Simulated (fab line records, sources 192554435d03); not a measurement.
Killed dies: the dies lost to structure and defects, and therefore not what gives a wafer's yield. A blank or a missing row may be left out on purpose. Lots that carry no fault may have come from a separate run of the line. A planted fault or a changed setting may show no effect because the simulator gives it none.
Chamber matching || flow n5 finfet || N5_BEOL_M5_DEP_56 on pecvd-04 has 3 sister chambers
The step deposits SiCN from 3MS/NH3, target thk 8 nm, time 14 s. 6 wafers are shown with their chamber, then 7 later ones without.

== EACH WAFER AND ITS CHAMBER ==
{"wafer": "L081.2", "chamber": 1, "showerhead plenum p Torr (Torr)": 3.678, "throttle valve pct (%)": 9.3}
{"wafer": "L083.2", "chamber": 1, "showerhead plenum p Torr (Torr)": 3.677, "throttle valve pct (%)": 9.1}
{"wafer": "L086.3", "chamber": 0, "showerhead plenum p Torr (Torr)": 3.648, "throttle valve pct (%)": 8.6}
{"wafer": "L086.6", "chamber": 2, "showerhead plenum p Torr (Torr)": 3.664, "throttle valve pct (%)": 9.4}
{"wafer": "L092.1", "chamber": 2, "showerhead plenum p Torr (Torr)": 3.669, "throttle valve pct (%)": 9.0}
{"wafer": "L092.2", "chamber": 0, "showerhead plenum p Torr (Torr)": 3.654, "throttle valve pct (%)": 8.4}

== WAFERS MISSING THEIR CHAMBER ==
{"wafer": "L092.3", "showerhead plenum p Torr (Torr)": 3.669, "throttle valve pct (%)": 9.1}
{"wafer": "L095.2", "showerhead plenum p Torr (Torr)": 3.659, "throttle valve pct (%)": 8.5}
{"wafer": "L095.5", "showerhead plenum p Torr (Torr)": 3.669, "throttle valve pct (%)": 9.1}
{"wafer": "L095.6", "showerhead plenum p Torr (Torr)": 3.689, "throttle valve pct (%)": 9.1}
{"wafer": "L096.2", "showerhead plenum p Torr (Torr)": 3.649, "throttle valve pct (%)": 8.5}
{"wafer": "L096.4", "showerhead plenum p Torr (Torr)": 3.669, "throttle valve pct (%)": 9.1}
{"wafer": "L096.5", "showerhead plenum p Torr (Torr)": 3.669, "throttle valve pct (%)": 9.4}

== CHAMBER TAKEN BY EACH ==
{"wafer": "L092.3", "from the rows above": "can't be placed: 2 or 1", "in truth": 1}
{"wafer": "L095.2", "from the rows above": "can't be placed: 0 or 2", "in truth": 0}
{"wafer": "L095.5", "from the rows above": "can't be placed: 2 or 1", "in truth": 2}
{"wafer": "L095.6", "from the rows above": 1, "in truth": 1}
{"wafer": "L096.2", "from the rows above": 0, "in truth": 0}
{"wafer": "L096.4", "from the rows above": "can't be placed: 2 or 1", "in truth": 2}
{"wafer": "L096.5", "from the rows above": "can't be placed: 2 or 1", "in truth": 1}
2 of 7 placed correctly. Can't be placed from these rows: 5 (the true chamber is among the candidates in 5). Number placed wrongly: 0.
How it was worked out, from the rows above alone: a wafer's distance from a chamber is the root of the sum, over the readings, of the square of ((its reading less the chamber's mean) divided by the reading's scatter). The wafer belongs to the nearest chamber; if the next one is less than 2 further off, it can't be placed. A chamber's mean is the mean of its shown wafers. The scatter: take each reading less its chamber's mean, square it, sum over the shown wafers, divide by the number of wafers less the number of chambers, and take the root.
